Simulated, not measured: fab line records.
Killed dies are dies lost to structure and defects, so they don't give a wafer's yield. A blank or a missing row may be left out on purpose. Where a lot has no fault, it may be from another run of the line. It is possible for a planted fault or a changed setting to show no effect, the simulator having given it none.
Comparing a struck lot with a sound one	flow n5 finfet	40 steps out of a route of 1938
Sound: wafers L563.3, L563.4, L563.5. Struck: wafer L560.3 (L560.1, L560.6, from the same lot, were not struck and are left out); the cause is given at the end.
Each step with rows lists, per side, the tool, then ch with its chambers, then its first start. Under that, the readings that differ: sound wafers	struck wafers	difference of the means	sigmas: that difference in standard deviations of wafers without a fault.
alike: words and numbers the same on both sides, and readings whose means are apart by under 2 such deviations; not compared: readings that were withheld, readings missing a value for some wafer, numbers with overlapping values and no deviation given by the record, and bounds like >300 which may hide the same value.
A row with sigmas, a row that says differs or no value, or rows on one side alone: a step with any of these is where the two part. Non-overlapping numbers with no deviation appear without sigmas and do not part them. Lack of a reading on every wafer of one side parts them only where that side has two or more wafers.

first, 9 steps without rows for these wafers: N5_BEOL_M5_DESCUM_33 (chemistry O2, time 7 s); N5_BEOL_M5_ETCH_75 (etches underlayer in N2/H2, target depth 6.5 nm, time 5.2 s); N5_BEOL_M5_ETCH_67 (etches SiARC in CF4, target depth 15.6 nm, time 26 s); N5_BEOL_M5_ETCH_68 (etches SOC in N2/H2, target depth 80 nm, overetch 16 nm, time 120 s); N5_BEOL_M5_STRIP_69 (strips in N2/H2); N5_BEOL_M5_STRIP_76 (strips in N2/H2); N5_BEOL_M5_VIA_ETCH_34 (etches SiCOH lowk in C4F6/O2, target depth 88.3 nm, time 39.2 s); N5_BEOL_M5_STRIP_85 (strips in C4F6/O2); N5_BEOL_M5_STRIP_36 (strips in N2/H2).
N5_BEOL_M5_TRENCH_ETCH_37: etches SiCOH lowk in C4F6/O2, target depth 71.652 nm, time 24.7 s.
  sound on rie diel-01 ch 0,1,2, day 12 02:52; struck on rie diel-02 ch 0, day 11 07:50
reading	sound	struck	difference	sigmas
chamber pressure mTorr (mTorr)	30.027 30.009 30.007	29.942	-0.072	-3
run length s (s)	47.9 48.2 48.8	50.6	+2.3	+7
model.etch.depth nm (nm)	74.24 73.38 70.48	77.08	+4.38	
model.BEOL_M5.feature depth nm (nm)	74.2 73.4 70.4	77	+4	
  alike: O2_flow_sccm, drypump motor current A, oes product au, rf vpp V, showerhead plenum p Torr, throttle valve pct
  not compared: rf hours counter h
then, 2 steps without rows for these wafers: N5_BEOL_M5_ETCH_41 (etches SiCN in CH3F/O2, target depth 31.5 nm, time 56.7 s); N5_BEOL_M5_STRIP_91 (strips in N2/H2, time 10 s).
N5_BEOL_M5_OCD_MEAS_38:
  sound on ocd-02 at day 12 03:02; struck on ocd-01 at day 11 07:59
reading	sound	struck	difference	sigmas
trench depth nm (nm)	73.8 72.8 70.4	76.6	+4.3	+2
then, 21 steps without rows for these wafers: N5_BEOL_M5_HM_STRIP_39 (strips TiN in peroxide tin strip, target depth 25 nm, time 158 s); N5_BEOL_M5_SRD_40 (time 30 s); N5_BEOL_M5_PRECLEAN_42 (cleans in residue remover, time 60 s); N5_BEOL_M5_SRD_43 (time 30 s); N5_BEOL_M5_CURE_80 (cures SiCOH lowk, time 120 s); N5_BEOL_M5_DEGAS_44 (time 60 s); N5_BEOL_M5_PRE_CLEAN_45 (time 30 s); N5_BEOL_M5_ALD_86 (deposits TaN, pulse time 2 s, purge time 3 s, co reactant purge time 2 s); N5_BEOL_M5_SURFACE_TREAT_87; N5_BEOL_M5_CVD_47 (deposits Co from CCTBA/H2, target thk 3 nm, time 216 s); N5_BEOL_M5_SPUTTER_48 (material Cu, target thk 15 nm, time 27.62 s); N5_BEOL_M5_ANNEAL_49 (time 1800 s); N5_BEOL_M5_SPUTTER_81 (material Cu, target thk 15 nm, time 27.62 s); N5_BEOL_M5_ANNEAL_82 (time 1800 s); N5_BEOL_M5_SPUTTER_83 (material Cu, target thk 15 nm, time 27.62 s); N5_BEOL_M5_ANNEAL_84 (time 1800 s); N5_BEOL_M5_SPUTTER_88 (material Cu, target thk 15 nm, time 27.62 s); N5_BEOL_M5_ANNEAL_89 (time 1800 s); N5_BEOL_M5_SPUTTER_90 (material Cu, target thk 4.5 nm, time 8.29 s); N5_BEOL_M5_ECD_50 (material Cu, target thk 300 nm); N5_BEOL_M5_ANNEAL_51 (time 90 s).
N5_BEOL_M5_CMP_52: polishes, stops on SiCOH lowk, t overpolish 6.9 s, target thk 62 nm.
  sound on cmp-01 ch 2,3, day 12 09:03; struck on cmp-04 ch 3, day 11 14:36
reading	sound	struck	difference	sigmas
barrier field endpoint s (s)	24.4 26.1 26.3	23.4	-2.2	-2
time to endpoint s (s)	60 74 70	57	-11	-2
model.Cu_of_BEOL_M5_ECD_50.thk nm (nm)	63.6 65.2 62	67	+3	
  alike: motor current A, overpolish run s
N5_BEOL_M5_THK_MEAS_53: measures by xrf.
  sound on film metro-02 at day 12 09:20; struck on film metro-01 at day 11 14:53
  alike: M5_THK
then, 2 steps without rows for these wafers: N5_BEOL_M5_PRE_CLEAN_77 (time 15 s); N5_BEOL_M5_CO_CAP_78 (material Co, precursor CCTBA/H2, target thk 2 nm, time 102.1 s).
N5_BEOL_M5_RS_MEAS_57: a four-point-probe measurement.
  sound on film metro-01 at day 12 09:36; struck on film metro-01 at day 11 15:10
  alike: M5_RS
-- the record jumps here: 4 days lie between the struck wafers' starts before and after (it left off in module BEOL_M5 and takes up again in module PASSIVATION, whose first step shown is number 1936 of the route) --
N5_PASSIVATION_PROBE_49:
  sound on prober-01 at day 15 22:50; struck on prober-01 at day 15 05:47
  alike: defect limited yield, killed_at_M0_to_M3, killed_at_M4_up, killed at contacts, killed at front end, killed at other, killed dies, killed open, killed short, sort_bin_5_function, sort_bin_6_memory, sort n pass, sort yield pct

## WHERE THEY PART
Last at N5_BEOL_M5_CMP_52 as far as this record goes, first at N5_BEOL_M5_TRENCH_ETCH_37. Later steps at which nothing parts them and some readings are alike: N5_BEOL_M5_THK_MEAS_53, N5_BEOL_M5_RS_MEAS_57, N5_PASSIVATION_PROBE_49.

WHY: what had been put in by the simulator
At N5_BEOL_M5_TRENCH_ETCH_37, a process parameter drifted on rie diel-02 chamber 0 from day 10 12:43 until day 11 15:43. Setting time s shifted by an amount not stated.
